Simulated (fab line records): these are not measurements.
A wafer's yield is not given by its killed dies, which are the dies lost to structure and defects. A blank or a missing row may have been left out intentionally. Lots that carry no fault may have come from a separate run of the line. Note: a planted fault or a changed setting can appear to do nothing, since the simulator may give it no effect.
A struck lot beside a sound one | flow nandHarc | 18 steps out of a route of 1302
Sound: the wafers L863.2, L863.3, L863.6. Struck: wafers L875.4, L875.5 (left out: L875.1, a lot-mate that was not struck); the cause follows at the end.
Each step with rows lists, per side, the tool, then ch with its chambers, then its first start. Under that, the readings that differ: sound wafers | struck wafers | difference of the means | sigmas: that difference in standard deviations of wafers without a fault.
alike: readings whose means differ by less than 2 such deviations, and words and numbers that are the same on both sides. not compared: withheld readings, readings that some wafer has no value for, bounds like >300 that may hide the same value, and numbers for which the record gives no deviation and whose values overlap.
A row with sigmas, a row that says differs or no value, or rows on one side alone: a step with any of these is where the two part. Non-overlapping numbers with no deviation appear without sigmas and do not part them. Lack of a reading on every wafer of one side parts them only where that side has two or more wafers.

NHARC_A_SGD_CUT_CD_MEAS_09: target cd 100 nm.
  sound on cdSem-02 ch 0, day 19 12:32; struck on cdSem-02 ch 0, day 25 15:29
  alike: cdNm
NHARC_A_SGD_CUT_OVL_MEAS_10:
  sound on overlay-01, day 19 12:37; struck on overlay-01, day 25 15:35
  alike: overlayXNm, overlayYNm
NHARC_A_SGD_CUT_INSPECT_11:
  sound on defectInspect-02, day 19 12:40; struck on defectInspect-02, day 25 15:37
  alike: rawDefectCount
NHARC_A_SGD_CUT_DESCUM_14: chemistry O2, time 3 s.
  sound on rieDiel-09 ch 0,1, day 19 12:43; struck on rieDiel-03 ch 2,3, day 25 15:40
  alike: drypumpMotorCurrentA, oesProductAu, rfVppV, showerheadPlenumPTorr, throttleValvePct
  not compared: rfHoursCounterH
NHARC_A_SGD_CUT_ETCH_58: etches the open film in CF4, target depth 39 nm, time 65 s.
  sound on rieDiel-09 ch 0,1,3, day 19 12:49; struck on rieDiel-03 ch 0,3, day 25 15:46
  alike: drypumpMotorCurrentA, oesProductAu, rfVppV, showerheadPlenumPTorr, throttleValvePct
  not compared: rfHoursCounterH
NHARC_A_SGD_CUT_ETCH_59: etches the open film in N2/H2, target depth 260 nm, time 406.25 s.
  sound on rieDiel-09 ch 0,1,3; struck on rieDiel-03 ch 2,3
  alike: drypumpMotorCurrentA, oesProductAu, rfVppV, showerheadPlenumPTorr, throttleValvePct
  not compared: rfHoursCounterH
NHARC_A_SGD_CUT_ETCH_15: etches the open film in CH3F/O2, target depth 75 nm, time 64.3 s.
  sound on rieDiel-09 ch 0,2,3; struck on rieDiel-03 ch 2,3
reading             | sound             | struck      | difference | sigmas
oesProductAu (a.u.) | 0.974 0.961 0.980 | 0.930 0.922 | -0.046     | -2
  alike: drypumpMotorCurrentA, rfVppV, showerheadPlenumPTorr, throttleValvePct
  not compared: rfHoursCounterH
then, 5 steps without rows for these wafers: NHARC_A_SGD_CUT_ETCH_16 (etches the open film in C4F8/O2/Ar, target depth 310.5 nm, time 155.2 s); NHARC_A_SGD_CUT_STRIP_60 (strips in C4F8/O2/Ar); NHARC_A_SGD_CUT_STRIP_17 (strips in O2); NHARC_A_SGD_CUT_PRECLEAN_18 (cleans in SC1); NHARC_A_SGD_CUT_SRD_19.
NHARC_A_SGD_CUT_DEP_20: deposits SiO2, target thk 150 nm.
  sound on fcvd-02 ch 0, day 19 13:52; struck on fcvd-02 ch 1, day 25 16:48
then, 1 step without rows for these wafers: NHARC_A_SGD_CUT_ANNEAL_27 (time 1800 s).
NHARC_A_SGD_CUT_CMP_21: polishes, target thk 148.19 nm.
  sound on cmp-04 ch 1,2, day 19 18:50; struck on cmp-02 ch 2, day 26 00:20
  alike: motorCurrentA, timeToEndpointS
NHARC_A_SGD_CUT_THK_MEAS_22: measures by ellipsometry.
  sound on filmMetro-02, day 19 19:05; struck on filmMetro-02, day 26 00:34
reading    | sound             | struck      | difference | sigmas
thkNm (nm) | 148.6 147.5 148.3 | 145.5 143.5 | -3.6       | -3
after that, 1 step had no rows for these wafers: NHARC_A_SGD_CUT_SRD_23.
-- break in the record here, with 5 days between the starts of the struck wafers on either side (left off in module A_SGD_CUT, picked up again in module END, where the first step shown is number 1302 on the route) --
NHARC_END_SORT_01:
  the record has rows for the struck wafers here (prober-01 ch 0, day 31 00:55) and none for the sound ones

## WHERE THEY PART
Last at NHARC_END_SORT_01 as far as this record goes, first at NHARC_A_SGD_CUT_ETCH_15.

WHY: the cause the simulator had injected
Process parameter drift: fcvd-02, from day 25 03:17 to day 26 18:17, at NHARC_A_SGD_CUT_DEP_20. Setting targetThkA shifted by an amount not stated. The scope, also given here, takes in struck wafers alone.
